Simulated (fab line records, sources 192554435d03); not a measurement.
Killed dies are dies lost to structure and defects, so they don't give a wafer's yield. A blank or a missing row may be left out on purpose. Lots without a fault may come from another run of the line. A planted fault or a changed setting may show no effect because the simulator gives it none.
fab line records | flow n5_finfet
record lots=6 wafers=16 last_day=18
route steps=1938 shown HKMG_FIN@462 GATE_CUT@465 PASSIVATION@1936
lots that met no fault: from a run of the same line without faults
start_h: hours from the record's first day to the start of the lot's first wafer shown | wait_h: hours since the lot's step before | " the same as in the row above | L1.1+2: a row that stands for several wafers | - no value, or no start given | * or withheld: withheld | < > ~ a bound
route shown NAME@n: a module of which the file shows steps, and the number in the route of the first | usual: mean/standard deviation of fault-free wafers | same: alike in all rows | chamber/n: place in a boat | sites: the reading at each site | _std_site: their standard deviation | _edge_site: outer sites' mean less inner sites' | radius_mm: how far each site lies from the wafer's centre | mask NAME#n: copy n | behind: the tool/chamber that last shaped the wafer | hold: why the lot was held/for how many hours/how that ended | device: the transistor (n, p or np) that didn't switch | end of line: the same wafers' tests at the end of the route | a step without rows: its recipe alone | killed: dies lost to structure and defects at the first sort, not the wafer's yield | map: a wafer's dies, x killed, . not, _ none there
set.NAME: the setting as run; set.NAME@STEP: as run at that earlier step | model.NAME: the simulator's own value behind a step, which no gauge read
lots at some steps of the route; a table a step, a row a wafer
services: from which hour (start_h, from the record's first day; less than 0 if before it) a tool's chamber was out of use, for how many hours, and why
## steps
# step N5_HKMG_FIN_CMP_94
# recipe stop_on=SiNx post_cmp_clean=w_dilute_nh4oh t_overpolish_s=4.7 down_force_psi=4 platen_rpm=50.289 pad_velocity_m_s=1.0006 target_thk_nm=43.299
# usual motor_current_A=12.3/1.8 slurry_filter_dp_kPa=13.50/0.13
# same t_overpolish_s=4.7
# columns lot.wafer tool chamber start_h wait_h motor_current_A slurry_filter_dp_kPa
L867.4 cmp-04 2 90.98 0.4 10.8 13.70
L867.3 " 3 " " 11.9 13.23
L867.5 " 3 " " 12.1 13.51
L869.1 cmp-04 1 97.20 0.4 14.9 13.56
L869.4 " 2 " " 10.7 13.26
L869.3 " 0 " " 11.2 13.58
L880.2 cmp-04 2 166.17 0.4 10.8 13.62
L880.4 " 0 " " 11.5 13.54
L881.4 cmp-04 3 171.71 0.3 12.3 13.54
L881.2 " 0 " " 11.4 13.57
L884.2 cmp-04 2 187.82 0.4 11.1 13.70
L884.1 " 3 " " 11.7 13.40
L884.6 " 3 " " 12.4 13.48
L889.2 cmp-04 1 216.74 0.3 15.8 13.39
L889.5 " 0 " " 11.4 13.18
L889.6 " 1 " " 15.4 13.46
# step N5_HKMG_FIN_INSPECT_28
# recipe inspect_instrument=darkfield mode=post_cmp
# usual raw_defect_count=44/17
# columns lot.wafer tool chamber start_h wait_h raw_defect_count
L867.3 defect_inspect-01 - 91.21 0.0 39
L867.4 " - " " 64
L867.5 " - " " 31
L869.1 defect_inspect-02 - 97.43 0.0 41
L869.3 " - " " 27
L869.4 " - " " 50
L880.2 defect_inspect-02 - 166.41 0.0 54
L880.4 " - " " 28
L881.2 defect_inspect-02 - 171.88 0.0 63
L881.4 " - " " 28
L884.1 defect_inspect-02 - 188.05 0.0 52
L884.2 " - " " 62
L884.6 " - " " 52
L889.2 defect_inspect-01 - 216.94 0.0 54
L889.5 " - " " 54
L889.6 " - " " 39
# step N5_GATE_CUT_ETCHBACK_00
# recipe chemistry=SF6/Cl2 target=W pressure_mtorr=8 icp_w=900 bias_w=80 SF6_flow_sccm=40 Cl2_flow_sccm=60
# step N5_GATE_CUT_ETCH_56
# recipe chemistry=Cl2/Ar target=TiN target_depth_a=216 pressure_mtorr=10 icp_w=600 bias_w=60 Cl2_flow_sccm=40 Ar_flow_sccm=60
# usual drypump_motor_current_A=5.87/0.24 he_backside_leak_sccm=3.28/0.28 oes_ar_750_au=0.83/0.088 oes_product_au=0.84/0.092 throttle_valve_pct=20.80/0.13
# columns lot.wafer tool chamber start_h wait_h drypump_motor_current_A he_backside_leak_sccm oes_ar_750_au oes_product_au rf_hours_counter_h throttle_valve_pct
L867.3 rie_metal-03 1 91.40 0.1 5.81 3.29 0.94 0.94 - 20.56
L867.4 " 0 " " 6.05 3.16 0.89 0.90 - 21.01
L867.5 " 1 " " 5.80 3.26 0.95 0.94 - 20.56
L869.1 rie_metal-02 1 97.58 0.1 5.49 3.21 0.87 0.88 9 20.74
L869.3 " 1 " " 5.50 3.21 0.86 0.88 - 20.75
L869.4 " 0 " " 6.00 3.25 0.92 0.94 - 20.82
L880.2 rie_metal-03 1 166.71 0.2 5.82 3.25 0.89 0.88 - 20.60
L880.4 " 1 " " 5.81 3.38 0.90 0.89 - 20.57
L881.2 rie_metal-03 1 172.03 0.1 5.81 3.27 0.88 0.89 8 20.58
L881.4 " 1 " " 5.83 3.26 0.88 0.89 - 20.58
L884.1 rie_metal-02 0 188.20 0.1 5.97 3.20 0.87 0.88 14 20.83
L884.2 " 1 " " 5.52 6.17 0.82 0.84 19 20.77
L884.6 " 1 " " 5.53 3.23 0.83 0.84 - 20.79
L889.2 rie_metal-02 1 217.09 0.1 5.51 3.27 0.81 0.82 21 20.79
L889.5 " 1 " " 5.51 3.26 0.81 0.82 - 20.79
L889.6 " 0 " " 5.97 3.29 0.87 0.87 - 20.84
# step N5_GATE_CUT_ETCHBACK_30
# recipe chemistry=Cl2/Ar target=TiN target_depth_a=30 mode=isotropic pressure_mtorr=10 icp_w=600 bias_w=60 Cl2_flow_sccm=40 Ar_flow_sccm=60
# step N5_GATE_CUT_VAPOR_ETCH_60
# recipe chemistry=BCl3/Cl2 target=HfO2 mode=isotropic
# step N5_GATE_CUT_ETCH_58
# recipe chemistry=CH3F/O2 target=SiNx target_depth_a=170 time_s=128.6 ion_energy_ev=50 pressure_mtorr=30 source_w=415 bias_w=21 Ar_flow_sccm=150 CH3F_flow_sccm=30 O2_flow_sccm=20
# usual drypump_motor_current_A=5.5/0.36 oes_product_au=0.77/0.086 rf_vpp_V=98.9/0.93 showerhead_plenum_p_Torr=1.98/0.055 throttle_valve_pct=16.37/0.26
# same time_s=128.6
# columns lot.wafer tool chamber start_h wait_h drypump_motor_current_A oes_product_au rf_hours_counter_h rf_vpp_V showerhead_plenum_p_Torr throttle_valve_pct
L867.3 rie_diel-06 3 91.63 0.1 5.9 0.69 248 99.3 1.96 16.59
L867.4 " 2 " " 5.4 0.70 222 96.7 1.90 16.61
L867.5 " 1 " " 4.9 0.80 - 99.0 2.10 16.43
L869.1 rie_diel-04 2 97.75 0.0 5.8 0.70 220 98.3 1.90 16.75
L869.3 " 1 " " 5.2 0.78 121 99.3 2.02 16.04
L869.4 " 0 " " 5.1 0.67 244 97.3 1.97 16.74
L880.2 rie_diel-04 2 167.13 0.2 5.8 0.67 248 99.2 1.89 16.79
L880.4 " 2 " " 5.9 0.68 - 98.2 1.89 16.77
L881.2 rie_diel-02 3 172.22 0.1 5.2 0.70 206 98.7 1.98 16.20
L881.4 " 0 " " 5.4 0.80 103 98.3 1.94 16.31
L884.1 rie_diel-06 1 188.37 0.0 4.9 0.77 148 100.0 2.09 16.48
L884.2 " 3 " " 5.9 0.94 19 98.8 1.96 16.17
L884.6 " 2 " " 5.4 0.69 - 99.2 1.89 16.66
L889.2 rie_diel-02 3 217.27 0.0 5.2 0.70 216 97.9 1.98 16.21
L889.5 " 2 " " 6.0 0.73 - 99.2 1.99 16.40
L889.6 " 1 " " 5.8 0.71 - 99.2 2.05 16.34
# step N5_GATE_CUT_STRIP_59
# recipe chemistry=N2/H2 time_s=20 power_w=100 temp_c=40 pressure_mtorr=100 rf_frequency_hz=6e+07 bias_power_w=3 n2_flow_sccm=300 h2_flow_sccm=300
# usual drypump_motor_current_A=5.5/0.36 n2_flow_sccm=300.0/0.82 oes_product_au=0.77/0.086 rf_vpp_V=45.3/0.79 showerhead_plenum_p_Torr=3.35/0.091 throttle_valve_pct=12.28/0.28
# same time_s=20
# columns lot.wafer tool chamber start_h wait_h drypump_motor_current_A n2_flow_sccm oes_product_au rf_hours_counter_h rf_vpp_V showerhead_plenum_p_Torr throttle_valve_pct
L867.3 rie_diel-06 3 91.73 0.1 5.9 300.4 0.67 248 45.1 3.33 12.66
L867.4 " 2 " " 5.4 300.2 0.70 222 45.0 3.21 12.53
L867.5 " 1 " " 4.9 300.8 0.79 - 46.0 3.53 12.23
L869.1 rie_diel-04 2 97.86 0.1 5.8 299.8 0.68 220 44.1 3.21 12.68
L869.3 " 1 " " 5.2 300.7 0.77 121 46.3 3.39 11.95
L869.4 " 0 " " 5.1 301.4 0.67 244 46.3 3.33 12.74
L880.2 rie_diel-04 2 167.24 0.1 5.9 299.5 0.68 248 44.7 3.19 12.76
L880.4 " 2 " " 5.8 300.6 0.68 - 44.5 3.19 12.76
L881.2 rie_diel-02 3 172.33 0.1 5.2 298.1 0.71 206 45.8 3.35 12.21
L881.4 " 0 " " 5.4 300.0 0.79 103 45.4 3.27 12.20
L884.1 rie_diel-06 1 188.47 0.1 4.9 300.2 0.77 148 46.1 3.51 12.31
L884.2 " 3 " " 5.9 299.4 0.94 19 44.2 3.32 12.08
L884.6 " 2 " " 5.4 300.3 0.68 - 45.3 3.20 12.62
L889.2 rie_diel-02 3 217.37 0.1 5.2 299.7 0.70 216 44.7 3.34 12.24
L889.5 " 2 " " 6.0 300.2 0.73 - 44.4 3.37 12.34
L889.6 " 1 " " 5.8 300.2 0.70 - 45.4 3.47 12.39
# step N5_GATE_CUT_PRECLEAN_31
# recipe temp_c=23 chemistry=DIW time_s=300
# step N5_GATE_CUT_SRD_32
# recipe time_s=30 temp_c=23 rinse_liquid=diw dry=ipa_marangoni
# step N5_GATE_CUT_SAC_CAP_01
# recipe material=SiNx target_thk_a=240 temp_c=400 ald_precursor_family=SiH2I2 ald_co_reactant=N2/H2-plasma pulse_time_s=1 ald_cycles=480 purge_time_s=2 co_reactant_purge_time_s=2 pressure_torr=2
# usual heater_power_w=861/120 precursor_pulse_height_rel=0.999/0.02 susceptor_temp_C=399.98/0.25
# same pulse_time_s=1
# columns lot.wafer tool chamber start_h wait_h heater_power_w precursor_pulse_height_rel susceptor_temp_C
L867.3 ald_sin-04 1 91.96 0.0 1030 1.007 400.40
L867.4 " 0 " " 789 0.985 400.25
L867.5 " 2 93.04 1.1 998 1.023 400.19
L869.1 ald_sin-03 1 98.50 0.5 881 0.974 400.00
L869.3 " 2 " " 844 0.971 399.90
L869.4 " 0 " " 751 1.010 399.94
L880.2 ald_sin-03 1 167.46 0.0 892 0.995 399.79
L880.4 " 0 " " 764 0.987 400.17
L881.2 ald_sin-03 2 172.55 0.0 860 1.019 399.91
L881.4 " 3 " " 726 0.981 399.75
L884.1 ald_sin-02 2 188.69 0.0 1070 0.961 400.25
L884.2 " 1 " " 727 1.036 399.99
L884.6 " 3 189.78 1.1 1043 0.984 399.73
L889.2 ald_sin-02 0 217.59 0.0 877 0.998 399.93
L889.5 " 2 218.67 1.1 1062 0.998 400.21
L889.6 " 1 " " 732 0.983 400.34
# step N5_GATE_CUT_PECVD_57
# recipe material=SiNx target_thk_a=210 temp_c=400 precursor=SiH4/NH3/N2 pressure_torr=1.5 rf_w=300
# usual heater_power_w=751/85 showerhead_plenum_p_Torr=5.13/0.03 susceptor_temp_C=400.00/0.23 throttle_valve_pct=40.0/1.4
# columns lot.wafer tool chamber start_h wait_h heater_power_w showerhead_plenum_p_Torr susceptor_temp_C throttle_valve_pct model.SiNx_of_GATE_CUT_PECVD_57.thk_nm
L867.3 pecvd-03 1 94.17 1.1 603 5.11 399.87 41.6 21
L867.4 " 0 " " 893 5.17 400.05 38.5 20.8
L867.5 " 0 " " 874 5.17 400.04 38.5 21
L869.1 pecvd-04 0 100.69 1.1 812 5.10 400.00 40.5 21.4
L869.3 " 2 " " 683 5.13 399.44 38.3 21.4
L869.4 " 0 " " 846 5.13 399.96 40.7 21.6
L880.2 pecvd-04 0 169.66 1.1 749 5.12 400.07 40.5 27.6
L880.4 " 2 " " 677 5.15 400.28 38.9 21.6
L881.2 pecvd-04 2 174.74 1.1 719 5.14 400.23 38.8 27.4
L881.4 " 1 " " 727 5.13 400.28 40.1 21.4
L884.1 pecvd-02 1 190.88 1.1 772 5.12 399.84 41.2 20.8
L884.2 " 2 " " 695 5.10 399.85 37.9 20.8
L884.6 " 0 " " 888 5.18 400.26 42.0 21
L889.2 pecvd-03 0 219.78 1.1 917 5.17 399.97 39.1 20.6
L889.5 " 2 " " 823 5.16 400.02 40.3 21
L889.6 " 0 " " 908 5.16 400.00 39.1 21.4
# step N5_GATE_CUT_CMP_02
# recipe stop_on=SiO2 t_overpolish_s=12.7 post_cmp_clean=alkaline_brush down_force_psi=2.5 platen_rpm=51.8 pad_velocity_m_s=1.0307 target_thk_nm=0
# usual motor_current_A=8.8/1.1 slurry_filter_dp_kPa=13.48/0.15 time_to_endpoint_s=23.8/2.2
# columns lot.wafer tool chamber start_h wait_h motor_current_A slurry_filter_dp_kPa time_to_endpoint_s
L867.4 cmp-04 1 94.25 0.1 11.9 13.49 22.4
L867.3 " 0 " " 8.3 13.56 22.5
L867.5 " 1 " " 10.9 13.31 23.9
L869.4 cmp-03 2 100.80 0.1 8.5 13.36 24.9
L869.1 " 3 " " 7.3 13.50 21.5
L869.3 " 0 " " 8.0 13.45 20.0
L880.2 cmp-03 0 169.73 0.1 8.0 13.50 29.8
L880.4 " 3 " " 8.2 13.38 24.2
L881.4 cmp-04 1 174.87 0.1 11.1 13.20 21.5
L881.2 " 3 " " 9.2 13.76 29.9
L884.1 cmp-01 2 190.96 0.1 7.6 13.51 26.5
L884.2 " 0 " " 9.0 13.54 26.6
L884.6 " 2 " " 7.3 13.36 25.7
L889.2 cmp-04 2 219.97 0.2 8.2 13.69 18.2
L889.5 " 3 " " 8.8 13.72 19.9
L889.6 " 0 " " 8.9 13.54 22.8
# step N5_PASSIVATION_PROBE_49
# usual killed_at_M0_to_M3=34/9.9 killed_at_M4_up=14/5.7 killed_at_contacts=13/6.3 killed_at_front_end=39/9.9 killed_at_other=3.7/2.8 killed_dies=104/15 killed_open=68/12 killed_short=34/6.7
# same gross_dies=1180 killed_at_back_side=0
# columns lot.wafer tool chamber start_h wait_h killed_at_M0_to_M3 killed_at_M4_up killed_at_contacts killed_at_front_end killed_at_other killed_dies killed_open killed_short
L867.3 prober-01 - 288.04 0.1 33 35 13 30 1 112 66 45
L867.4 prober-01 - 288.09 0.2 29 22 13 22 6 92 61 30
L867.5 prober-01 - 288.14 0.2 21 34 10 44 6 115 77 37
L869.1 prober-02 - 303.30 0.0 45 11 23 52 11 142 93 48
L869.3 prober-02 - 303.40 0.1 41 12 14 60 6 133 90 39
L869.4 prober-02 - 303.45 0.2 48 16 25 38 8 135 90 45
L881.2 prober-01 - 391.35 0.1 41 8 6 29 2 86 52 32
L881.4 prober-01 - 391.45 0.2 63 8 12 39 4 126 80 40
L880.2 prober-01 - 410.63 0.1 19 9 12 38 13 91 54 37
L880.4 prober-01 - 410.73 0.2 23 11 17 41 4 96 65 30
L884.1 prober-01 - 422.67 0.0 33 16 6 36 10 101 63 38
L884.2 prober-01 - 422.72 0.1 36 6 13 50 1 106 65 38
L884.6 prober-01 - 422.92 0.3 33 11 9 28 3 84 54 28
L889.2 prober-01 - 427.06 0.1 33 10 6 33 9 91 49 40
L889.5 prober-01 - 427.21 0.2 23 20 32 48 11 134 95 39
L889.6 prober-01 - 427.26 0.3 24 6 16 36 4 86 58 24
# killed by level:class
L867.3 BEOL_M4:geometric_particle:open=13 MOL_CONTACT_COAG:geometric_particle:open=8 BEOL_M4:geometric_particle:short=8 FIN_SAQP:geometric_particle:short=7 BEOL_M0:geometric_particle:open=7 BEOL_M1:geometric_particle:open=7 FIN_SAQP:geometric_particle:open=5 MOL_CONTACT_COAG:geometric_particle:short=5
L867.4 BEOL_M4:geometric_particle:open=13 BEOL_M0_SAQP:geometric_particle:open=12 MOL_CONTACT_COAG:geometric_particle:open=9 FIN_SAQP:geometric_particle:short=5 BEOL_M0_SAQP:geometric_particle:short=5 BEOL_M4:geometric_particle:short=5 FIN_SAQP:geometric_particle:open=4 MOL_CONTACT_COAG:geometric_particle:short=4
L867.5 BEOL_M4:geometric_particle:open=18 FIN_SAQP:geometric_particle:short=14 MOL_CONTACT_COAG:geometric_particle:open=10 FIN_SAQP:geometric_particle:open=7 BEOL_M3:geometric_particle:open=6 BEOL_M4:geometric_particle:short=6 STARTING-WAFER:geometric_particle:open=6 STI_FIN_REVEAL:geometric_particle:open=5
L869.1 FIN_SAQP:geometric_particle:open=20 MOL_CONTACT_COAG:geometric_particle:open=16 BEOL_M0_SAQP:geometric_particle:open=16 BEOL_M0_SAQP:geometric_particle:short=13 FIN_SAQP:geometric_particle:short=8 MOL_CONTACT_COAG:geometric_particle:short=7 BEOL_M0:geometric_particle:open=7 DUMMY_GATE:geometric_particle:open=6
L869.3 FIN_SAQP:geometric_particle:open=20 BEOL_M0_SAQP:geometric_particle:short=17 MOL_CONTACT_COAG:geometric_particle:open=13 STI_FIN_REVEAL:geometric_particle:open=9 BEOL_M0_SAQP:geometric_particle:open=7 BEOL_M1:geometric_particle:open=7 FIN_SAQP:geometric_particle:short=5 DUMMY_GATE:geometric_particle:open=5
L869.4 MOL_CONTACT_COAG:geometric_particle:open=20 BEOL_M0_SAQP:geometric_particle:open=13 BEOL_M0_SAQP:geometric_particle:short=11 BEOL_M4:geometric_particle:open=8 FIN_SAQP:geometric_particle:open=7 STI_FIN_REVEAL:geometric_particle:open=6 BEOL_M0:geometric_particle:open=6 FIN_SAQP:geometric_particle:short=5
L881.2 BEOL_M2:geometric_particle:open=15 BEOL_M0_SAQP:geometric_particle:open=12 BEOL_M0_SAQP:geometric_particle:short=8 GATE_CUT:geometric_particle:short=7 GATE_CUT:geometric_particle:open=4 MOL_CONTACT_COAG:geometric_particle:short=4 FIN_SAQP:geometric_particle:short=3 STI_FIN_REVEAL:geometric_particle:open=3
L881.4 BEOL_M0_SAQP:geometric_particle:short=18 STI_FIN_REVEAL:geometric_particle:open=15 BEOL_M2:geometric_particle:open=14 BEOL_M0_SAQP:geometric_particle:open=13 MOL_CONTACT_COAG:geometric_particle:open=10 FIN_SAQP:geometric_particle:short=5 DUMMY_GATE:geometric_particle:open=5 BEOL_M3:geometric_particle:open=5
L880.2 FIN_SAQP:geometric_particle:short=16 MOL_CONTACT_COAG:geometric_particle:open=9 FIN_SAQP:geometric_particle:open=5 STI_FIN_REVEAL:geometric_particle:open=5 BEOL_M1:geometric_particle:open=5 BEOL_M2:geometric_particle:open=5 PAD_METAL:geometric_particle:open=5 PAD_METAL:geometric_particle:short=5
L880.4 STI_FIN_REVEAL:geometric_particle:open=16 MOL_CONTACT_COAG:geometric_particle:open=12 BEOL_M1:geometric_particle:open=7 FIN_SAQP:geometric_particle:open=5 MOL_CONTACT_COAG:geometric_particle:short=5 DUMMY_GATE:geometric_particle:short=4 BEOL_M3:geometric_particle:open=4 BEOL_M3:geometric_particle:short=4
L884.1 BEOL_M3:geometric_particle:open=9 BEOL_M2:geometric_particle:open=8 FIN_SAQP:geometric_particle:short=7 BEOL_M1:geometric_particle:open=6 GATE_CUT:geometric_particle:short=6 MOL_CONTACT_COAG:geometric_particle:open=6 BEOL_M2:geometric_particle:short=6 BEOL_M6:geometric_particle:open=5
L884.2 STI_FIN_REVEAL:geometric_particle:open=11 FIN_SAQP:geometric_particle:short=10 MOL_CONTACT_COAG:geometric_particle:open=9 BEOL_M1:geometric_particle:open=8 BEOL_M3:geometric_particle:open=8 DUMMY_GATE:geometric_particle:open=6 GATE_CUT:geometric_particle:open=5 BEOL_M1:geometric_particle:short=5
L884.6 BEOL_M3:geometric_particle:open=10 BEOL_M2:geometric_particle:open=8 GATE_CUT:geometric_particle:short=7 MOL_CONTACT_COAG:geometric_particle:open=7 FIN_SAQP:geometric_particle:short=5 BEOL_M4:geometric_particle:open=5 FIN_SAQP:geometric_particle:open=4 STI_FIN_REVEAL:geometric_particle:open=4
L889.2 BEOL_M0_SAQP:geometric_particle:short=10 BEOL_M0:geometric_particle:open=8 FIN_SAQP:geometric_particle:open=7 FIN_SAQP:geometric_particle:short=7 MOL_CONTACT_COAG:geometric_particle:open=6 BEOL_M3:geometric_particle:open=6 GATE_CUT:geometric_particle:short=5 BEOL_M4:geometric_particle:open=5
L889.5 MOL_CONTACT_COAG:geometric_particle:open=29 BEOL_M4:geometric_particle:open=12 STI_FIN_REVEAL:geometric_particle:open=10 DUMMY_GATE:geometric_particle:open=7 FIN_SAQP:geometric_particle:short=7 FIN_SAQP:geometric_particle:open=6 GATE_CUT:geometric_particle:short=6 BEOL_M0_SAQP:geometric_particle:open=5
L889.6 MOL_CONTACT_COAG:geometric_particle:open=12 FIN_SAQP:geometric_particle:short=7 BEOL_M0_SAQP:geometric_particle:open=6 GATE_CUT:geometric_particle:open=6 BEOL_M2:geometric_particle:open=6 DUMMY_GATE:geometric_particle:open=5 STI_FIN_REVEAL:geometric_particle:open=4 STARTING-WAFER:geometric_particle:open=4
## services
# columns tool chamber start_h hours kind
cmp-04 - 68.64 0.8 repair
cmp-04 - 77.49 3.8 repair
rie_diel-04 - 77.71 4.0 pm
cmp-03 - 80.07 1.2 repair
rie_diel-04 - 85.65 11.0 repair
ald_sin-04 3 100.14 9.7 repair
rie_diel-04 1 109.40 44.5 repair
rie_diel-04 2 110.11 3.2 repair
cmp-03 - 110.88 4.0 pm
rie_diel-04 0 133.33 1.2 repair
rie_metal-03 0 140.63 1.0 repair
rie_diel-02 0 140.91 14.8 repair
rie_diel-02 - 146.49 4.3 repair
pecvd-02 1 146.80 5.9 repair
rie_diel-06 - 154.09 14.6 pm
rie_metal-03 0 163.16 7.5 repair
rie_diel-02 0 191.13 3.1 repair
rie_diel-02 2 193.27 4.3 repair
rie_diel-06 1 198.84 10.4 repair
ald_sin-03 - 201.79 0.9 repair
cmp-03 - 202.42 2.5 repair
cmp-04 - 210.25 1.3 repair
cmp-03 - 212.76 8.2 repair
rie_diel-04 2 219.67 1.4 repair
## key
first_sign step=N5_GATE_CUT_CMP_02 reading=time_to_endpoint_s direction=up sigmas=2.7 usual=* struck=*
effect none on later readings
model_effect step=N5_GATE_CUT_PECVD_57 value=SiNx_of_GATE_CUT_PECVD_57.thk_nm without=20.9 struck=27.5
met_at N5_GATE_CUT_PECVD_57
struck_wafers L880.2,L881.2
tester_left_out L880,L881
onset_between 100.69 169.66
fault kind=process_parameter_drift tool=pecvd-04 chamber=- onset_h=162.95 steps=N5_GATE_CUT_PECVD_57 channel=target_thk_a offset=* shape=step end_h=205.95 scope=struck_wafers_only acts_in=* stated=*
# tester_left_out: of these lots the tester's yield and bins aren't shown, on N5 and GAA mostly nor the transistor test; their killed dies are dies lost to structure and defects alone, not to doping, threshold or leakage, so they don't give the yield
